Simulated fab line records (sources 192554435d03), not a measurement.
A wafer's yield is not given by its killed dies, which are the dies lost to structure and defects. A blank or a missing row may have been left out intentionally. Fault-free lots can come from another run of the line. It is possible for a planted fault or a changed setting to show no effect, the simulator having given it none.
Matching of chambers / flow n5-finfet / N5_ZERO_LAYER_DESCUM_16 on rie-diel-05: 4 sister chambers
The step chemistry O2, time 7.9 s. 4 wafers are shown with their chamber, then 10 later ones without.

## WAFERS PAIRED WITH THEIR CHAMBERS
wafer=L081.4; chamber=0; showerhead-plenum-p-Torr (Torr)=2.09
wafer=L083.5; chamber=1; showerhead-plenum-p-Torr (Torr)=2.05
wafer=L083.6; chamber=3; showerhead-plenum-p-Torr (Torr)=2.06
wafer=L086.4; chamber=2; showerhead-plenum-p-Torr (Torr)=2.17

## WAFERS WITHOUT THEIR CHAMBER
wafer=L086.5; showerhead-plenum-p-Torr (Torr)=2.06
wafer=L091.1; showerhead-plenum-p-Torr (Torr)=2.05
wafer=L091.4; showerhead-plenum-p-Torr (Torr)=2.05
wafer=L091.6; showerhead-plenum-p-Torr (Torr)=2.17
wafer=L095.2; showerhead-plenum-p-Torr (Torr)=2.09
wafer=L095.3; showerhead-plenum-p-Torr (Torr)=2.16
wafer=L095.6; showerhead-plenum-p-Torr (Torr)=2.05
wafer=L096.1; showerhead-plenum-p-Torr (Torr)=2.05
wafer=L096.2; showerhead-plenum-p-Torr (Torr)=2.05
wafer=L096.5; showerhead-plenum-p-Torr (Torr)=2.05

## WHICH CHAMBER EACH WENT THROUGH
wafer=L086.5; from the rows above=3; in truth=3
wafer=L091.1; from the rows above=1; in truth=1
wafer=L091.4; from the rows above=1; in truth=1
wafer=L091.6; from the rows above=2; in truth=2
wafer=L095.2; from the rows above=0; in truth=0
wafer=L095.3; from the rows above=2; in truth=2
wafer=L095.6; from the rows above=1; in truth=1
wafer=L096.1; from the rows above=1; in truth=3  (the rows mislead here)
wafer=L096.2; from the rows above=1; in truth=1
wafer=L096.5; from the rows above=1; in truth=1
Correct placement for 9 of the 10. Can't be placed from these rows: 0. 1 placed wrongly.
How it was worked out, from the rows above alone: a wafer's distance from a chamber is the root of the sum, over the readings, of the square of ((its reading less the chamber's mean) divided by the reading's scatter). If the next closest chamber is less than 2 further off than the closest, the wafer can't be placed; otherwise it belongs to the closest. Each chamber's mean is taken over the wafers shown for it. The scatter: root of mean squared gap, hidden wafer to nearest shown wafer, with one shown wafer a chamber.
